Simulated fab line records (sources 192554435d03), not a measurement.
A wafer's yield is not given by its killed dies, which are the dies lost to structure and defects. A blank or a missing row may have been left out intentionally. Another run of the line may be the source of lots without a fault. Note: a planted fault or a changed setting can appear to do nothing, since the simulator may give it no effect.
A lot that was struck, set against a sound lot -- flow n5Finfet -- 16 steps out of a route of 1938
Sound: these wafers, L421.1, L421.4, L421.6. Wafers struck: L423.2, L423.5, L423.6. The cause is named last.
For every step that has rows: the tool of each side, followed by ch and its chambers, followed by its first start. Under that, the readings that differ: sound wafers -- struck wafers -- difference of the means -- sigmas: that difference in standard deviations of wafers without a fault.
alike: same words and numbers on both sides, and readings whose means sit less than 2 such deviations apart. not compared: any withheld reading, any reading some wafer has no value for, any bound like >300 that may hide the same value, and any number with overlapping values for which the record gives no deviation.
The two part at a step that has a row with sigmas, a row that says differs or no value, or rows on one side only. Non-overlapping numbers with no deviation appear without sigmas and do not part them. A reading that every wafer of one side lacks parts them only if that side has two wafers or more.

first, 2 steps without rows for these wafers: N5_HKMG_FIN_STRIP_89 (strips SOC in N2/H2, time 20 s); N5_HKMG_FIN_WET_ETCH_87 (etches TiN in SC1, time 154.2 s, target depth 4.7 nm, rinse time 30 s).
N5_HKMG_FIN_STRIP_88: strips in N2/H2, time 360 s.
  sound on plasmaAsher-01 ch 0,1, day 4 15:14; struck on plasmaAsher-01 ch 0,1, day 5 19:55
  alike: drypumpMotorCurrentA, heaterPowerW, n2FlowSccm, tempC
  not compared: rfHoursCounterH
then, 1 step without rows for these wafers: N5_HKMG_FIN_NWFM_ALD_20 (deposits TiAlC, target thk 2 nm, pulse time 3 s, purge time 2 s).
N5_HKMG_FIN_ALD_71: deposits TiN, target thk 1 nm, pulse time 1 s, purge time 3 s.
  sound on aldMetal-03 ch 0,1,3, day 4 15:44; struck on aldMetal-03 ch 2,3, day 5 20:25
  alike: chamberPressureTorr, heaterPowerW, precursorPulseHeightRel
then, 4 steps without rows for these wafers: N5_HKMG_FIN_COAT_66 (time 60 s, resist thk 300 nm); N5_HKMG_FIN_ETCH_67 (etches SOC in N2/H2, stops on TiN, target depth 388.9 nm); N5_HKMG_FIN_STRIP_90 (strips SOC in N2/H2, time 20 s); N5_HKMG_FIN_WET_ETCH_73 (etches the open film in SC1, time 42.3 s, target depth 1.3 nm, rinse time 30 s).
N5_HKMG_FIN_ETCHBACK_68: etches the open film in Cl2/Ar, stops on HfO2, target depth 0.5 nm.
  sound on rieMetal-01 ch 0,1, day 4 16:17; struck on rieMetal-01 ch 0,1, day 5 20:58
  alike: chamberPressureMTorr, drypumpMotorCurrentA, heBacksideLeakSccm, oesProductAu, throttleValvePct
  not compared: rfHoursCounterH
N5_HKMG_FIN_STRIP_69: strips in N2/H2, time 360 s.
  sound on plasmaAsher-02 ch 0, day 4 16:26; struck on plasmaAsher-02 ch 0,1, day 5 21:07
  alike: drypumpMotorCurrentA, heaterPowerW, n2FlowSccm, tempC
  not compared: rfHoursCounterH
N5_HKMG_FIN_ALD_21: deposits TiN, target thk 1.5 nm, pulse time 1 s, purge time 3 s.
  sound on aldMetal-01 ch 0,1, day 4 16:49; struck on aldMetal-03 ch 0,1,2, day 5 21:29
  alike: chamberPressureTorr, heaterPowerW, precursorPulseHeightRel
N5_HKMG_FIN_ALD_72: deposits W, target thk 2 nm, pulse time 1 s, purge time 2 s.
  sound on cvdW-01 ch 0,1, day 4 17:10; struck on cvdW-01 ch 0,1, day 5 21:51
  no value came back on the struck wafers for aldCycles, chamberPressureTorr (Torr), heaterPowerW (W), precursorPulseHeightRel; on the sound wafers aldCycles reads 7 7 7
then, 1 step without rows for these wafers: N5_HKMG_FIN_W_FILL_22 (material W, target thk 60 nm, time 18.2 s).
N5_BEOL_M4_RC_MEAS_101:
  the record has rows for the sound wafers here (prober-02 ch 0, day 7 20:25) and none for the struck ones
-- record jumps: 8 days separate the struck wafers' starts on either side; left off in module BEOL_M4, taken up again in module PASSIVATION, whose first shown step is the route's number 1936 --
N5_PASSIVATION_PROBE_49:
  only the struck wafers here have rows in the record (prober-01, day 14 00:17); the sound ones have none

WHERE THEY PART
Earliest at N5_HKMG_FIN_ALD_72; latest, in this record, at N5_PASSIVATION_PROBE_49.

WHY: the cause the simulator had injected
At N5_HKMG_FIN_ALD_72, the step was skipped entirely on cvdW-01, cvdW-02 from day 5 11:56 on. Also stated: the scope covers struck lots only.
